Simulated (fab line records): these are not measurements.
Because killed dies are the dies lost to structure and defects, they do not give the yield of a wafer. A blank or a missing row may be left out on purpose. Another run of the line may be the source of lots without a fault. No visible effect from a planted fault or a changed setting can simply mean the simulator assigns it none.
fab line records	flow nand-harc
[record] lots = 6	wafers = 18	last-day = 33
route steps=1302 shown P_M0@266 END@1302
lots with no fault: from the same line, run without faults
start-h: hours from the record's opening day to when the first of the lot's shown wafers began	wait-h: how many hours have passed since the lot's step before this one	" unchanged from the row above	L1.1+2: one row covering several wafers at once	- no value present, or no start provided	* or withheld: withheld	< > ~ a bound
route shown NAME@n: names a module that has steps shown in the file, with the first one's number in the route	usual: mean/standard deviation of fault-free wafers	same: alike in all rows	chamber/n: place in a boat	sites: readings site by site	_std_site: their standard deviation	_edge_site: outer sites' mean less inner sites'	radius-mm: how far each site lies from the wafer's centre	mask NAME#n: copy n	behind: the tool/chamber that last shaped the wafer	hold: cause of the lot's hold/its duration in hours/its outcome	device: transistor that didn't switch, given as n, p or np	end of line: the tests these same wafers got at the end of their route	for a step that has no rows: nothing shown but its recipe	killed: count of dies lost to structure and defects at first sort (not the wafer's yield)	map: a wafer's dies, marking killed ones x, the rest . and places with no die _
set.NAME: the setting the step ran with; set.NAME@STEP: the setting that earlier step ran with	model.NAME: the simulator's own value behind a step, which no gauge read
lots at some steps of the route; a table a step, a row a wafer
services: when a tool's chamber went out of use (start-h, in hours from the record's first day, below 0 if earlier), for how many hours, and the reason
[[steps]]
[step NHARC_P_M0_DESCUM_14]
[recipe] time-s = 3	o2-flow-sccm = 200	ar-flow-sccm = 0	bias-power-w = 0	chemistry = O2
[usual] drypump-motor-current-A = 5.7/0.56	oes-product-au = 0.998/0.013	rf-vpp-V = 57.8/0.83	showerhead-plenum-p-Torr = 1.92/0.064	throttle-valve-pct = 11.312/0.0079
lot.wafer	tool	chamber	start-h	wait-h	drypump-motor-current-A	oes-product-au	rf-hours-counter-h	rf-vpp-V	showerhead-plenum-p-Torr	throttle-valve-pct
L887.4	rie-diel-13	3	220.19	0.1	6.3	0.984	11	59.9	1.90	11.303
L887.1	"	0	"	"	5.4	0.991	12	58.0	1.95	11.301
L887.6	"	2	"	"	5.9	0.987	-	57.4	1.88	11.302
L888.4	rie-diel-06	2	224.44	0.1	5.6	0.983	12	58.1	1.82	11.322
L888.6	"	0	"	"	5.0	1.000	-	58.1	1.91	11.296
L888.5	"	1	"	"	6.2	0.994	-	59.0	2.02	11.305
L892.1	rie-diel-01	3	271.89	0.1	5.6	1.009	18	58.7	1.89	11.306
L892.4	"	0	"	"	6.3	1.012	19	58.0	1.86	11.315
L892.2	"	1	"	"	4.8	1.003	22	58.5	1.91	11.301
L895.1	rie-diel-01	1	291.61	0.1	4.8	1.005	32	58.2	1.91	11.318
L895.4	"	2	"	"	5.3	0.999	29	58.1	1.92	11.304
L895.5	"	1	"	"	4.8	1.003	-	58.1	1.91	11.305
L899.2	rie-diel-06	0	330.40	0.1	5.0	0.999	3	56.6	1.91	11.289
L899.3	"	1	"	"	6.2	1.012	3	56.9	2.02	11.316
L899.6	"	3	"	"	6.5	1.013	-	58.7	1.96	11.300
L901.2	rie-diel-06	0	353.27	0.1	5.0	0.993	7	58.1	1.91	11.314
L901.5	"	3	"	"	6.5	1.010	-	57.6	1.96	11.309
L901.6	"	0	"	"	5.0	0.995	-	58.1	1.91	11.314
[step NHARC_P_M0_ETCH_34]
[recipe] target-depth-a = 400	overetch-a = 120	time-s = 43.94	ion-energy-ev = 200	n2-flow-sccm = 150	h2-flow-sccm = 150	ar-flow-sccm = 0	rf-w = 400	bias-w = 150	chemistry = N2/H2
[step NHARC_P_M0_ETCH_15]
[recipe] target-depth-a = 1500	overetch-a = 150	time-s = 82.5	c4f8-flow-sccm = withheld	ar-flow-sccm = 400	rf-w = 600	bias-w = 300	chemistry = C4F8/Ar
[usual] bias-w = 299.9/0.89	oes-product-au = 0.958/0.019	rf-vpp-V = 440.8/2
lot.wafer	tool	chamber	start-h	wait-h	bias-w	oes-product-au	rf-hours-counter-h	rf-vpp-V
L887.4	rie-diel-13	0	-	-	299.6	0.974	12	441.9
L887.1	"	1	"	"	299.1	0.958	12	440.1
L887.6	"	3	"	"	300.2	0.968	-	439.9
L888.4	rie-diel-06	0	-	-	300.7	0.956	14	439.6
L888.5	"	1	"	"	299.4	0.970	-	444.7
L888.6	"	2	"	"	299.3	0.961	-	437.8
L892.1	rie-diel-01	2	-	-	300.4	0.984	20	441.3
L892.2	"	0	"	"	298.5	0.961	19	440.8
L892.4	"	1	"	"	300.3	0.978	22	441.4
L895.4	rie-diel-01	2	-	-	299.9	0.979	29	439.1
L895.1	"	0	"	"	300.8	0.978	28	439.0
L895.5	"	2	"	"	299.5	0.974	-	440.6
L899.3	rie-diel-06	3	-	-	300.4	0.962	3	442.3
L899.2	"	2	"	"	301.3	0.943	3	438.2
L899.6	"	3	"	"	299.6	0.958	-	442.0
L901.2	rie-diel-06	0	-	-	301.0	0.957	7	441.0
L901.5	"	1	"	"	300.6	0.983	-	444.0
L901.6	"	2	"	"	299.9	0.959	-	437.3
[step NHARC_P_M0_CD_MEAS_16]
[usual] cd-nm = 89.5/0.98
lot.wafer	tool	chamber	start-h	wait-h	cd-nm
L887.1	cd-sem-03	-	220.47	-	89.9
L887.4	"	-	"	"	91.4
L887.6	"	-	"	"	88.4
L888.4	cd-sem-01	-	224.73	-	90.4
L888.5	"	-	"	"	90.1
L888.6	"	-	"	"	90.5
L892.1	cd-sem-02	-	272.19	-	91.0
L892.2	"	-	"	"	89.8
L892.4	"	-	"	"	88.6
L895.1	cd-sem-01	-	291.90	-	88.1
L895.4	"	-	"	"	89.3
L895.5	"	-	"	"	89.6
L899.2	cd-sem-03	-	330.68	-	89.2
L899.3	"	-	"	"	89.5
L899.6	"	-	"	"	90.0
L901.2	cd-sem-01	-	353.57	-	89.4
L901.5	"	-	"	"	88.1
L901.6	"	-	"	"	89.5
[step NHARC_P_M0_STRIP_18]
[recipe] power-w = 1000	n2-flow-sccm = 150	h2-flow-sccm = 150	ar-flow-sccm = 0	bias-w = 0	chemistry = N2/H2
[step NHARC_P_M0_STRIP_19]
[recipe] time-s = 600	temp-c = 30	chemistry = post-etch-residue-remover
[step NHARC_P_M0_DEGAS_28]
[recipe] temp-c = 250	time-s = 60
[step NHARC_P_M0_PRE_CLEAN_29]
[recipe] time-s = 30	temp-c = 280	gas = H2/He
[step NHARC_P_M0_PVD_20]
[recipe] target-thk-a = 50	bias-v = 168.6	power-w = 15000	chamber-pressure-pa = 0.12	time-s = 8.06	substrate-temp-c = 50	material = TaN
[usual] throttle-valve-pct = 30.6/0.78
lot.wafer	tool	chamber	start-h	wait-h	throttle-valve-pct
L887.4	pvd-sputter-03	-	-	-	28.6
L887.1	"	-	"	"	30.4
L887.6	"	-	"	"	29.9
L888.4	pvd-sputter-02	-	-	-	30.6
L888.5	"	-	"	"	31.3
L888.6	"	-	"	"	30.0
L892.2	pvd-sputter-02	-	-	-	29.9
L892.1	"	-	"	"	31.7
L892.4	"	-	"	"	31.1
L895.1	pvd-sputter-02	-	-	-	30.7
L895.4	"	-	"	"	30.4
L895.5	"	-	"	"	30.9
L899.3	pvd-sputter-02	-	-	-	31.7
L899.2	"	-	"	"	30.7
L899.6	"	-	"	"	30.1
L901.2	pvd-sputter-02	-	-	-	30.6
L901.5	"	-	"	"	30.1
L901.6	"	-	"	"	30.9
[step NHARC_P_M0_PVD_21]
[recipe] target-thk-a = 300	chamber-pressure-pa = 5	power-w = 5000	substrate-temp-c = 30	time-s = 20.49	material = Cu
[usual] throttle-valve-pct = 30.6/0.77
lot.wafer	tool	chamber	start-h	wait-h	throttle-valve-pct
L887.4	pvd-sputter-03	-	-	-	28.5
L887.1	"	-	"	"	29.7
L887.6	"	-	"	"	30.4
L888.4	pvd-sputter-02	-	-	-	30.0
L888.6	"	-	"	"	31.9
L888.5	"	-	"	"	31.6
L892.2	pvd-sputter-02	-	-	-	31.4
L892.1	"	-	"	"	31.7
L892.4	"	-	"	"	31.4
L895.1	pvd-sputter-02	-	-	-	30.4
L895.4	"	-	"	"	30.6
L895.5	"	-	"	"	30.5
L899.2	pvd-sputter-02	-	-	-	30.5
L899.3	"	-	"	"	30.8
L899.6	"	-	"	"	31.9
L901.2	pvd-sputter-02	-	-	-	30.3
L901.5	"	-	"	"	31.4
L901.6	"	-	"	"	30.6
[step NHARC_P_M0_ECD_22]
[recipe] target-thk-a = 4000	bath-temp-c = 25	material = Cu
[step NHARC_P_M0_ANNEAL_30]
[recipe] temp-c = 225	time-s = 90
[usual] wafer_temp_C_max = 226.3/0.52
lot.wafer	tool	chamber	start-h	wait-h	wafer_temp_C_max
L887.1	rtp-anneal-01	0	221.85	-	226.9
L887.4	"	0	"	"	227.1
L887.6	"	0	"	"	226.9
L888.4	rtp-anneal-02	0	226.34	0.4	226.1
L888.5	"	0	"	"	226.2
L888.6	"	0	"	"	225.8
L892.1	rtp-anneal-02	0	273.54	-	226.0
L892.2	"	0	"	"	226.3
L892.4	"	0	"	"	226.3
L895.1	rtp-anneal-02	0	293.25	0.3	225.6
L895.4	"	0	"	"	226.1
L895.5	"	0	"	"	226.2
L899.2	rtp-anneal-02	0	332.09	0.3	226.7
L899.3	"	0	"	"	225.5
L899.6	"	0	"	"	226.4
L901.2	rtp-anneal-01	0	355.03	0.4	226.4
L901.5	"	0	"	"	226.7
L901.6	"	0	"	"	226.6
[step NHARC_P_M0_CMP_23]
[recipe] t-overpolish-s = 20	target-thk-nm = 117.54
[usual] motor-current-A = 12.0/1.2	time-to-endpoint-s = 29/3.5
lot.wafer	tool	chamber	start-h	wait-h	motor-current-A	time-to-endpoint-s
L887.1	cmp-02	0	222.22	-	12.7	32
L887.4	"	2	"	"	12.8	36
L887.6	"	3	"	"	10.8	26
L888.4	cmp-03	3	226.59	-	10.9	34
L888.5	"	1	"	"	13.6	35
L888.6	"	2	"	"	12.5	35
L892.1	cmp-02	2	273.89	-	12.8	37
L892.2	"	0	"	"	11.8	28
L892.4	"	1	"	"	12.0	27
L895.1	cmp-02	2	293.63	-	12.6	37
L895.4	"	0	"	"	12.7	32
L895.5	"	1	"	"	12.1	29
L899.2	cmp-04	0	332.39	-	11.9	33
L899.3	"	3	"	"	11.9	28
L899.6	"	0	"	"	11.5	34
L901.2	cmp-04	0	355.58	-	11.8	32
L901.5	"	0	"	"	11.2	32
L901.6	"	1	"	"	10.3	24
[step NHARC_P_M0_SRD_25]
[step NHARC_P_M0_INSPECT_27]
[usual] raw-defect-count = 304/110
lot.wafer	tool	chamber	start-h	wait-h	raw-defect-count
L887.1	defect-inspect-02	-	222.66	0.0	408
L887.4	"	-	"	"	266
L887.6	"	-	"	"	217
L888.4	defect-inspect-02	-	227.01	0.0	306
L888.5	"	-	"	"	383
L888.6	"	-	"	"	339
L892.1	defect-inspect-02	-	274.36	0.0	2459
L892.2	"	-	"	"	332
L892.4	"	-	"	"	255
L895.1	defect-inspect-01	-	294.08	0.0	2384
L895.4	"	-	"	"	183
L895.5	"	-	"	"	141
L899.2	defect-inspect-02	-	332.86	0.0	716
L899.3	"	-	"	"	179
L899.6	"	-	"	"	314
L901.2	defect-inspect-02	-	356.05	0.0	402
L901.5	"	-	"	"	313
L901.6	"	-	"	"	351
[step NHARC_P_M0_PRE_CLEAN_31]
[recipe] time-s = 12	temp-c = 370	rf-power-w = 300	gas = NH3
[step NHARC_END_SORT_01]
[recipe] temp-c = 25
[usual] defect-limited-yield = 91.2/2.6	killed-at-array = 55/17	killed-at-other = 0.9/1.2	killed-at-periphery = 3.7/2.5	killed-dies = 59/18	killed-open = 3.4/1.9	killed-short = 2.6/1.6	sort_bin_2_pct = 3.1/1.2	sort_bin_3_pct = 0.7/0.4	sort_bin_4_pct = 4.9/1.4	sort-n-pass = 618/18	sort-rim-yield-pct = 93/3.7	sort-yield-pct = 91.2/2.6
[same] gross-dies = 677	sort_bin_5_pct[%] = 0	sort_bin_6_pct[%] = 0	sort_bin_7_pct[%] = 0	sort_bin_8_pct[%] = 0	sort-rim-n-gross = 106.00
lot.wafer	tool	chamber	start-h	wait-h	defect-limited-yield[%]	killed-at-array	killed-at-other	killed-at-periphery	killed-dies	killed-open	killed-short	sort_bin_2_pct[%]	sort_bin_3_pct[%]	sort_bin_4_pct[%]	sort-n-pass	sort-rim-yield-pct[%]	sort-yield-pct[%]
L887.1	prober-01	0	665.48	2.5	89.4	68	1	3	72	2	3	4.0	0.6	6.1	605	95	89.4
L887.4	prober-01	0	667.84	3.4	87.9	73	3	6	82	3	6	3.8	0.9	7.4	595	97	87.9
L887.6	prober-01	0	669.41	3.9	90.3	60	2	4	66	1	1	4.4	0.9	4.4	611	91	90.3
L888.4	prober-02	0	667.90	3.4	93.2	42	0	4	46	6	2	2.8	0.1	3.8	631	93	93.2
L888.5	prober-02	0	668.71	3.7	94.1	34	0	6	40	5	3	2.2	0.4	3.2	637	97	94.1
L888.6	prober-02	0	669.51	4.0	95.1	26	0	7	33	3	3	2.2	0	2.7	644	92	95.1
L892.1	prober-01	0	704.93	2.5	0	49	0	628	677	2	2	3.0	92.5	4.6	0	0	0
L892.2	prober-01	0	705.72	2.8	92.9	43	0	5	48	3	2	2.4	0.3	4.4	629	97	92.9
L892.4	prober-01	0	707.31	3.4	90.4	62	0	3	65	7	6	2.7	0.3	6.6	612	95	90.4
L895.1	prober-01	0	731.39	2.5	0	74	0	603	677	3	0	4.4	89.1	6.5	0	0	0
L895.4	prober-01	0	733.79	3.4	89.4	63	1	8	72	4	3	3.8	1.2	5.6	605	97	89.4
L895.5	prober-01	0	734.59	3.7	89.7	69	0	1	70	0	2	4.4	1.2	4.7	607	97	89.7
L899.2	prober-02	0	779.63	2.8	93.8	36	2	4	42	2	4	2.5	0.3	3.4	635	96	93.8
L899.3	prober-02	0	780.43	3.1	95.3	29	0	3	32	3	1	1.5	0.1	3.1	645	90	95.3
L899.6	prober-02	0	782.81	4.0	95.0	32	1	1	34	4	1	1.6	0.3	3.1	643	98	95.0
L901.2	prober-01	0	799.32	2.8	93.5	42	0	2	44	2	2	2.7	0.4	3.4	633	96	93.5
L901.5	prober-01	0	801.71	3.7	91.7	54	0	2	56	2	6	3.1	0.6	4.6	621	95	91.7
L901.6	prober-01	0	802.51	4.0	94.5	36	0	1	37	4	4	1.6	0.4	3.4	640	91	94.5
// killed by level:class
L887.1 A_SLIT:chamber-film-flake=36 A_CHANNEL_HOLE_D1:chamber-film-flake=24 A_ONON_D1:geometric-particle:short=2 P_ZERO_WELL:chamber-film-flake=2 A_DECK1_JOINT:geometric-particle:open=1 A_WL_FILL:geometric-particle:short=1 A_BLC:geometric-particle:open=1 P_BONDPAD:chamber-film-flake=1
L887.4 A_SLIT:chamber-film-flake=29 A_CHANNEL_HOLE_D1:chamber-film-flake=28 P_BONDPAD:chamber-film-flake=4 A_STAIRCASE:chamber-film-flake=4 A_SOURCE_PLATE:geometric-particle:open=2 A_ZERO_WELL:chamber-film-flake=2 A_CHANNEL_HOLE_D2:chamber-film-flake=2 THIN_TSV:chamber-film-flake=2
L888.4 A_CHANNEL_HOLE_D2:chamber-film-flake=15 A_STAIRCASE:chamber-film-flake=7 A_CHANNEL_HOLE_D1:chamber-film-flake=5 P_M1:geometric-particle:open=2 A_ZERO_WELL:chamber-film-flake=2 A_CHANNEL_FILL_D1:chamber-film-flake=2 A_SLIT:chamber-film-flake=2 A_WL_FILL:chamber-film-flake=2
L888.5 A_CHANNEL_HOLE_D2:chamber-film-flake=13 A_CHANNEL_HOLE_D1:chamber-film-flake=9 P_CONTACT:geometric-particle:open=3 A_WL_FILL:chamber-film-flake=3 A_CHANNEL_FILL_D1:geometric-particle:open=2 A_ZERO_WELL:chamber-film-flake=2 P_GATE:geometric-particle:short=1 A_CHANNEL_FILL_D1:geometric-particle:short=1
L887.6 A_CHANNEL_HOLE_D1:chamber-film-flake=28 A_SLIT:chamber-film-flake=23 P_BONDPAD:chamber-film-flake=2 A_CHANNEL_HOLE_D2:unspecified=2 A_CONTACT:chamber-film-flake=2 THIN_TSV:chamber-film-flake=2 A_DECK1_JOINT:geometric-particle:short=1 A_DECK1_JOINT:geometric-particle:open=1
L888.6 A_CHANNEL_HOLE_D2:chamber-film-flake=12 A_ZERO_WELL:chamber-film-flake=5 P_ZERO_WELL:chamber-film-flake=3 A_CHANNEL_HOLE_D1:chamber-film-flake=3 A_STAIRCASE:chamber-film-flake=2 P_GATE:geometric-particle:short=1 P_M2:geometric-particle:open=1 A_CHANNEL_FILL_D1:geometric-particle:open=1
L892.1 P_M0:area-cmp=623 A_CHANNEL_HOLE_D1:chamber-film-flake=29 A_STAIRCASE:chamber-film-flake=8 A_CONTACT:chamber-film-flake=6 P_CONTACT:chamber-film-flake=2 P_M0:geometric-particle:open=1 A_ONON_D1:geometric-particle:short=1 A_ONON_D2:geometric-particle:open=1
L892.2 A_CHANNEL_HOLE_D1:chamber-film-flake=27 A_CONTACT:chamber-film-flake=5 A_STAIRCASE:chamber-film-flake=4 P_CONTACT:chamber-film-flake=3 A_SLIT:chamber-film-flake=2 P_CONTACT:geometric-particle:open=1 P_M0:geometric-particle:open=1 A_ONON_D2:geometric-particle:short=1
L892.4 A_CHANNEL_HOLE_D1:chamber-film-flake=39 A_CONTACT:chamber-film-flake=5 A_SLIT:chamber-film-flake=3 A_CHANNEL_HOLE_D1:geometric-particle:open=2 A_WL_FILL:geometric-particle:short=2 P_M0:geometric-particle:short=1 P_M0:geometric-particle:open=1 A_DECK1_JOINT:geometric-particle:short=1
L895.1 P_M0:area-cmp=599 A_CHANNEL_HOLE_D1:chamber-film-flake=32 A_CHANNEL_HOLE_D2:chamber-film-flake=25 P_M1:chamber-film-flake=4 A_SLIT:chamber-film-flake=4 A_CONTACT:chamber-film-flake=4 A_BLC:chamber-film-flake=3 A_STAIRCASE:chamber-film-flake=2
L895.4 A_CHANNEL_HOLE_D1:chamber-film-flake=27 A_CHANNEL_HOLE_D2:chamber-film-flake=14 A_BLC:chamber-film-flake=8 A_STAIRCASE:chamber-film-flake=4 P_M1:chamber-film-flake=3 A_CONTACT:chamber-film-flake=3 P_GATE:geometric-particle:open=2 A_CONTACT:geometric-particle:open=2
L895.5 A_CHANNEL_HOLE_D1:chamber-film-flake=36 A_CHANNEL_HOLE_D2:chamber-film-flake=16 A_CONTACT:chamber-film-flake=10 A_BLC:chamber-film-flake=3 A_CHANNEL_HOLE_D1:geometric-particle:short=1 A_SGD_CUT:geometric-particle:short=1 P_STI:chamber-film-flake=1 A_STAIRCASE:chamber-film-flake=1
L899.2 A_SLIT:chamber-film-flake=11 A_CHANNEL_HOLE_D1:chamber-film-flake=8 A_CONTACT:chamber-film-flake=6 A_DECK1_JOINT:chamber-film-flake=3 A_ONON_D2:geometric-particle:short=2 P_M1:chamber-film-flake=2 P_CONTACT:geometric-particle:short=1 A_CHANNEL_FILL_D1:geometric-particle:short=1
L899.3 A_CHANNEL_HOLE_D1:chamber-film-flake=9 A_SLIT:chamber-film-flake=6 A_DECK1_JOINT:chamber-film-flake=3 A_CHANNEL_HOLE_D2:chamber-film-flake=3 P_M1:chamber-film-flake=2 A_CONTACT:chamber-film-flake=2 P_M0:geometric-particle:open=1 A_CHANNEL_FILL_D1:geometric-particle:open=1
L899.6 A_CHANNEL_HOLE_D1:chamber-film-flake=10 A_SLIT:chamber-film-flake=10 A_CONTACT:chamber-film-flake=4 A_CHANNEL_FILL_D2:chamber-film-flake=2 P_CONTACT:geometric-particle:short=1 A_ONON_D1:geometric-particle:open=1 A_ONON_D2:geometric-particle:open=1 A_BLC:geometric-particle:open=1
L901.2 A_SLIT:chamber-film-flake=31 A_CONTACT:chamber-film-flake=4 A_WL_FILL:chamber-film-flake=2 P_GATE:geometric-particle:short=1 P_CONTACT:geometric-particle:open=1 A_CHANNEL_HOLE_D1:geometric-particle:short=1 A_DECK1_JOINT:geometric-particle:open=1 A_CHANNEL_HOLE_D1:chamber-film-flake=1
L901.5 A_SLIT:chamber-film-flake=42 A_WL_FILL:geometric-particle:short=2 A_STAIRCASE:chamber-film-flake=2 A_CONTACT:chamber-film-flake=2 P_CONTACT:geometric-particle:short=1 P_M0:geometric-particle:short=1 A_DECK1_JOINT:geometric-particle:open=1 A_DECK1_JOINT:geometric-particle:short=1
L901.6 A_SLIT:chamber-film-flake=22 A_CONTACT:chamber-film-flake=3 A_ONON_D1:geometric-particle:short=2 A_WL_FILL:geometric-particle:short=2 A_WL_FILL:geometric-particle:open=2 A_CHANNEL_HOLE_D1:chamber-film-flake=2 A_ONON_D1:geometric-particle:open=1 A_M0:geometric-particle:open=1
// map L892.1 (x killed, . not)
____________x____________
_________xxxxxxx_________
_______xxxxxxxxxxx_______
______xxxxxxxxxxxxx______
_____xxxxxxxxxxxxxxx_____
____xxxxxxxxxxxxxxxxx____
____xxxxxxxxxxxxxxxxx____
___xxxxxxxxxxxxxxxxxxx___
___xxxxxxxxxxxxxxxxxxx___
__xxxxxxxxxxxxxxxxxxxxx__
__xxxxxxxxxxxxxxxxxxxxx__
_xxxxxxxxxxxxxxxxxxxxxxx_
_xxxxxxxxxxxxxxxxxxxxxxx_
_xxxxxxxxxxxxxxxxxxxxxxx_
_xxxxxxxxxxxxxxxxxxxxxxx_
_xxxxxxxxxxxxxxxxxxxxxxx_
xxxxxxxxxxxxxxxxxxxxxxxxx
xxxxxxxxxxxxxxxxxxxxxxxxx
xxxxxxxxxxxxxxxxxxxxxxxxx
xxxxxxxxxxxxxxxxxxxxxxxxx
xxxxxxxxxxxxxxxxxxxxxxxxx
_xxxxxxxxxxxxxxxxxxxxxxx_
_xxxxxxxxxxxxxxxxxxxxxxx_
_xxxxxxxxxxxxxxxxxxxxxxx_
_xxxxxxxxxxxxxxxxxxxxxxx_
_xxxxxxxxxxxxxxxxxxxxxxx_
__xxxxxxxxxxxxxxxxxxxxx__
__xxxxxxxxxxxxxxxxxxxxx__
___xxxxxxxxxxxxxxxxxxx___
___xxxxxxxxxxxxxxxxxxx___
____xxxxxxxxxxxxxxxxx____
____xxxxxxxxxxxxxxxxx____
_____xxxxxxxxxxxxxxx_____
______xxxxxxxxxxxxx______
_______xxxxxxxxxxx_______
_________xxxxxxx_________
____________x____________
// map L895.1 (x killed, . not)
____________x____________
_________xxxxxxx_________
_______xxxxxxxxxxx_______
______xxxxxxxxxxxxx______
_____xxxxxxxxxxxxxxx_____
____xxxxxxxxxxxxxxxxx____
____xxxxxxxxxxxxxxxxx____
___xxxxxxxxxxxxxxxxxxx___
___xxxxxxxxxxxxxxxxxxx___
__xxxxxxxxxxxxxxxxxxxxx__
__xxxxxxxxxxxxxxxxxxxxx__
_xxxxxxxxxxxxxxxxxxxxxxx_
_xxxxxxxxxxxxxxxxxxxxxxx_
_xxxxxxxxxxxxxxxxxxxxxxx_
_xxxxxxxxxxxxxxxxxxxxxxx_
_xxxxxxxxxxxxxxxxxxxxxxx_
xxxxxxxxxxxxxxxxxxxxxxxxx
xxxxxxxxxxxxxxxxxxxxxxxxx
xxxxxxxxxxxxxxxxxxxxxxxxx
xxxxxxxxxxxxxxxxxxxxxxxxx
xxxxxxxxxxxxxxxxxxxxxxxxx
_xxxxxxxxxxxxxxxxxxxxxxx_
_xxxxxxxxxxxxxxxxxxxxxxx_
_xxxxxxxxxxxxxxxxxxxxxxx_
_xxxxxxxxxxxxxxxxxxxxxxx_
_xxxxxxxxxxxxxxxxxxxxxxx_
__xxxxxxxxxxxxxxxxxxxxx__
__xxxxxxxxxxxxxxxxxxxxx__
___xxxxxxxxxxxxxxxxxxx___
___xxxxxxxxxxxxxxxxxxx___
____xxxxxxxxxxxxxxxxx____
____xxxxxxxxxxxxxxxxx____
_____xxxxxxxxxxxxxxx_____
______xxxxxxxxxxxxx______
_______xxxxxxxxxxx_______
_________xxxxxxx_________
____________x____________
[[services]]
tool	chamber	start-h	hours	kind
cmp-03	-	201.62	0.6	repair
rie-diel-01	-	205.99	9.0	pm
cmp-04	-	209.08	4.0	pm
rie-diel-06	0	212.74	-	clean
rie-diel-06	1	212.74	-	clean
rie-diel-06	2	212.74	-	clean
rie-diel-06	3	212.74	-	clean
cmp-02	-	234.27	4.0	pm
rie-diel-06	0	237.24	-	clean
cmp-03	-	260.37	4.0	pm
cmp-04	-	261.93	0.8	repair
pvd-sputter-03	-	269.39	4.9	repair
rie-diel-13	0	279.24	4.7	repair
pvd-sputter-02	-	282.00	10.0	pm
cmp-02	-	295.39	2.9	repair
pvd-sputter-02	-	296.20	9.9	repair
cmp-04	-	307.08	4.0	pm
rie-diel-06	-	307.24	9.0	pm
rie-diel-01	-	315.38	0.6	repair
cmp-02	-	332.39	4.0	pm
rie-diel-01	3	336.93	3.0	repair
rie-diel-13	-	342.00	9.0	pm
pvd-sputter-03	-	345.06	2.3	repair
pvd-sputter-03	-	348.00	10.0	pm
[[key]]
[first-sign] step = NHARC_P_M0_INSPECT_27	reading = raw-defect-count	direction = up	sigmas = 19	usual = 304	struck = 2422
[effect] step = NHARC_END_SORT_01	reading = killed-at-periphery	direction = up	sigmas = 99+	usual = 3.7	struck = 615.5
[more-kills-born-at] NHARC_P_M0_CMP_23@cmp-02 = 1222
met-at NHARC_P_M0_CMP_23
struck-wafers L892.1,L895.1
later-rows-left-out L892.1,L895.1
onset-between 222.22 273.89
[fault] kind = process-parameter-drift	tool = cmp-02	chamber = 2	onset-h = 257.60	steps = NHARC_P_M0_CMP_23	channel = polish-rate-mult	offset = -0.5	shape = step	end-h = 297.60
// later-rows-left-out: the simulator's readings of these wafers behind a module that went badly wrong aren't trusted and aren't shown, but for the sort
